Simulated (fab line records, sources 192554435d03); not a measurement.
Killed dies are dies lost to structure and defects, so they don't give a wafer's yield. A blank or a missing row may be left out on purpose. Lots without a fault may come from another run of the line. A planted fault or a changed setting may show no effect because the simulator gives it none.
Which tool did it? | flow n5_finfet | 11 lots, 33 wafers sampled, at 3 steps of a route of 1938

WHAT THE GAUGES READ, wafer by wafer
N5_BEOL_M9_THK_MEAS_01.
lot  | measured     | on            | M9_ILD_THK (nm)
L223 | day 9 12:36  | film_metro-01 | 265 268 269
L224 | day 9 23:23  | film_metro-02 | 269 273 271
L225 | day 10 08:58 | film_metro-02 | 267 273 272
L226 | day 11 00:31 | film_metro-02 | 269 270 274
L234 | day 13 03:16 | film_metro-02 | 266 273 272
L239 | day 13 22:58 | film_metro-01 | 269 275 274
L238 | day 13 22:08 | film_metro-02 | 266 265 272
L241 | day 14 04:46 | film_metro-01 | 265 264 273
L243 | day 14 18:34 | film_metro-02 | 269 267 273
L244 | day 15 08:26 | film_metro-01 | 266 267 271
L246 | day 15 17:14 | film_metro-01 | 270 268 273

WHICH TOOL RAN EACH LOT (tool, then ch and the chambers of the sampled wafers, then the start)
lot  | N5_BEOL_M8_STRIP_36                | N5_BEOL_M8_CURE_75
L223 | rie_diel-05 ch 2,3, day 9 08:31    | uv_cure-02 ch 0, day 9 09:33
L224 | rie_diel-02 ch 0,2,3, day 9 19:52  | uv_cure-03 ch 1, day 9 20:16
L225 | rie_diel-02 ch 1,2,3, day 10 04:20 | uv_cure-03 ch 2, day 10 04:44
L226 | rie_diel-06 ch 0,1,2, day 10 21:07 | uv_cure-02 ch 1, day 10 21:36
L234 | rie_diel-02 ch 1,2,3, day 12 23:33 | uv_cure-01 ch 2, day 13 00:01
L239 | rie_diel-05 ch 1,2,3, day 13 18:26 | uv_cure-01 ch 0, day 13 19:08
L238 | rie_diel-06 ch 1,2,3, day 13 18:28 | uv_cure-01 ch 2, day 13 19:23
L241 | rie_diel-06 ch 1,2, day 14 00:46   | uv_cure-03 ch 0, day 14 01:20
L243 | rie_diel-02 ch 1,2,3, day 14 13:41 | uv_cure-01 ch 2, day 14 14:05
L244 | rie_diel-05 ch 0,1,2, day 15 04:21 | uv_cure-03 ch 0, day 15 04:47
L246 | rie_diel-02 ch 1,3, day 15 13:48   | uv_cure-01 ch 1, day 15 14:14
- N5_BEOL_M8_STRIP_36: strips in N2/H2.
- N5_BEOL_M8_CURE_75: cures SiCOH lowk, time 120 s.

THE ANSWER, worked out from the rows above alone
Rule: what is usual is taken from the lots themselves. Put in order of their means at a reading, lots are off if they are a third of the lots or fewer, leave a main group of 4 or more, and stand apart from it by a gap of 3 or more times the standard deviation of the main group's means; of several such gaps the widest counts. A main group whose means are all the same, to the digits that the tables above print for the reading, isn't used. A lot without any number at a reading at which 4 lots or more have one is off too. The other lots that the step has rows for count as sound.
No lot is off at any reading shown: from this, nothing can be told.

WHAT THE SIMULATOR HAD PUT IN
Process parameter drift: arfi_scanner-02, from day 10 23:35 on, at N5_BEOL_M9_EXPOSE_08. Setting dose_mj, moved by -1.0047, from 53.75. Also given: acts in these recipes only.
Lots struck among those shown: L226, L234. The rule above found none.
